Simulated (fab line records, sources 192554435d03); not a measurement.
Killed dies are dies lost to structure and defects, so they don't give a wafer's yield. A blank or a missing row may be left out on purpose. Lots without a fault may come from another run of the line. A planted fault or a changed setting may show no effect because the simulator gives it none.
Split-lot experiment | flow n5_finfet | 7 lots, 21 wafers read, on a route of 1938 steps

THE SPLIT
At N5_BEOL_M13_ETCH_68 (etches SOC in N2/H2, time 355 s), the setting time_s was moved away from the recipe's 355 s on 9 of the 21 wafers read, by -9.0% to +15.5%. The other wafers ran this setting at the recipe's value.

The reading is taken at the split's own step.

THE READING
SiARC_of_BEOL_M13_COAT_66.thk_nm (the simulator's own value, which no gauge read), in nm, at N5_BEOL_M13_ETCH_68 (etches SOC in N2/H2, time 355 s). The file gives no usual value for it. The 12 wafers here that ran the recipe average 77.5 nm, standard deviation 0.5 nm.

wafer  | tool, chamber at the split | time_s as run, s | against the recipe | SiARC_of_BEOL_M13_COAT_66.thk_nm, nm | against lot-mates on the recipe
L074.4 | rie_diel-05, 3             | 323.2            | -9.0%              | 79.8                                 | +2.6
L074.5 | rie_diel-05, 0             | 323.2            | -9.0%              | 80.8                                 | +3.6
L074.6 | rie_diel-05, 3             | 355              | recipe             | 77.2                                 | -
L075.2 | rie_diel-01, 0             | 355              | recipe             | 77.2                                 | -
L075.4 | rie_diel-01, 3             | 355              | recipe             | 78.2                                 | -
L075.6 | rie_diel-01, 0             | 355              | recipe             | 77.4                                 | -
L078.2 | rie_diel-05, 0             | 410              | +15.5%             | 72.8                                 | no lot-mate on the recipe
L078.3 | rie_diel-05, 1             | 410              | +15.5%             | 71.4                                 | no lot-mate on the recipe
L078.5 | rie_diel-05, 2             | 410              | +15.5%             | 71.2                                 | no lot-mate on the recipe
L080.4 | rie_diel-03, 0             | 392.2            | +10.5%             | 73.6                                 | -4.2
L080.5 | rie_diel-03, 2             | 355              | recipe             | 77.8                                 | -
L080.6 | rie_diel-03, 1             | 392.2            | +10.5%             | 73.8                                 | -4.0
L083.2 | rie_diel-05, 0             | 355              | recipe             | 78.2                                 | -
L083.3 | rie_diel-05, 2             | 355              | recipe             | 76.4                                 | -
L083.4 | rie_diel-05, 3             | 355              | recipe             | 77.2                                 | -
L085.2 | rie_diel-03, 1,3           | 355              | recipe             | 77.4                                 | -
L085.3 | rie_diel-03, 1,3           | 355              | recipe             | 77.4                                 | -
L085.4 | rie_diel-03, 0             | 355              | recipe             | 77                                   | -
L086.3 | rie_diel-03, 2             | 355              | recipe             | 78                                   | -
L086.5 | rie_diel-03, 0,1           | 333.6            | -6.0%              | 79.6                                 | +1.6
L086.6 | rie_diel-03, 0,1           | 333.6            | -6.0%              | 79.6                                 | +1.6
Where a row lists several chambers, the file gives one row for several wafers and doesn't say which wafer went through which chamber.

THE FIT
A straight line over all 21 wafers: SiARC_of_BEOL_M13_COAT_66.thk_nm changes by -0.355 nm for each +1% of time_s; r = -0.98; the points scatter about the line by 0.53 nm.
The same after taking each lot's own level away (the mean of its wafers on the recipe; 18 wafers): -0.357 nm for each +1%; r = -0.97; scatter 0.47 nm.
On that fit, the largest move of time_s shifts the reading by 5.5 nm.
The lots' own levels span 77.20 to 78.00 nm, that is 1.6 times the standard deviation above.
So the lot-to-lot level changes the slope little: the two slopes agree.
Check: with one of the wafers moved furthest among these (+10.5%) left out of the fit, the line predicts -3.69 nm for it against its lot-mates. It came out at -4.2 nm against them.

OTHER SPLITS ON THESE WAFERS
These wafers also went through other splits before the reading. Each is held against what the fit with the lots' levels taken away leaves over:
other split on the same wafers    | wafers away from the commonest value | r with SiARC_of_BEOL_M13_COAT_66.thk_nm (lot level and that fit taken away)
N5_BEOL_M11_COAT_22 spin_rpm      | 4                                    | +0.07
N5_BEOL_M11_TRENCH_ETCH_37 time_s | 6                                    | +0.21
N5_BEOL_M11_CURE_72 time_s        | 12                                   | -0.07
N5_BEOL_M12_CMP_49 down_force_psi | 4                                    | -0.34

THE FILE'S OWN FIT
SiARC_of_BEOL_M13_COAT_66.thk_nm changes by -0.355 nm for each +1% of time_s, r = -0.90.
